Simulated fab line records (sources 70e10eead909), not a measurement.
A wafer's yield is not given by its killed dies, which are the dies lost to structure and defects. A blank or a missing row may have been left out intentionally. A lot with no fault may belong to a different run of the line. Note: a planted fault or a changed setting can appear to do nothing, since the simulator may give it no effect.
Matching of chambers / flow nand harc / 4 sister chambers for NHARC_A_CHANNEL_FILL_D1_ALD_14 on ald hk-04
The step deposits SiO2, target thk 2.5 nm, pulse time 10 s, ald cycles 25. 4 wafers are shown with their chamber, then 8 later ones without.

WAFERS WITH THEIR CHAMBER
wafer=L215.6; chamber=0; heater power w (W)=481
wafer=L218.5; chamber=2; heater power w (W)=464
wafer=L218.6; chamber=1; heater power w (W)=407
wafer=L217.2; chamber=3; heater power w (W)=503

WAFERS WITHOUT THEIR CHAMBER
wafer=L217.3; heater power w (W)=413
wafer=L217.6; heater power w (W)=407
wafer=L220.2; heater power w (W)=491
wafer=L220.4; heater power w (W)=495
wafer=L220.6; heater power w (W)=415
wafer=L228.1; heater power w (W)=409
wafer=L228.5; heater power w (W)=481
wafer=L228.6; heater power w (W)=419

WHICH CHAMBER EACH WENT THROUGH
wafer=L217.3; from the rows above=1; in truth=1
wafer=L217.6; from the rows above=1; in truth=1
wafer=L220.2; from the rows above=can't be placed: 0 or 3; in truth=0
wafer=L220.4; from the rows above=can't be placed: 3 or 0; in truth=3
wafer=L220.6; from the rows above=1; in truth=1
wafer=L228.1; from the rows above=1; in truth=1
wafer=L228.5; from the rows above=0; in truth=0
wafer=L228.6; from the rows above=1; in truth=1
6 of 8 placed correctly. Not placeable from these rows: 2 (in 2, the candidates include the true chamber). Wrongly placed: 0.
How it was worked out, from the rows above alone: a wafer's distance from a chamber is the root of the sum, over the readings, of the square of ((its reading less the chamber's mean) divided by the reading's scatter). The wafer belongs to the nearest chamber; if the next one is less than 2 further off, it can't be placed. A chamber's mean is the mean of its shown wafers. The scatter: root of mean squared gap, hidden wafer to nearest shown wafer, with one shown wafer a chamber.
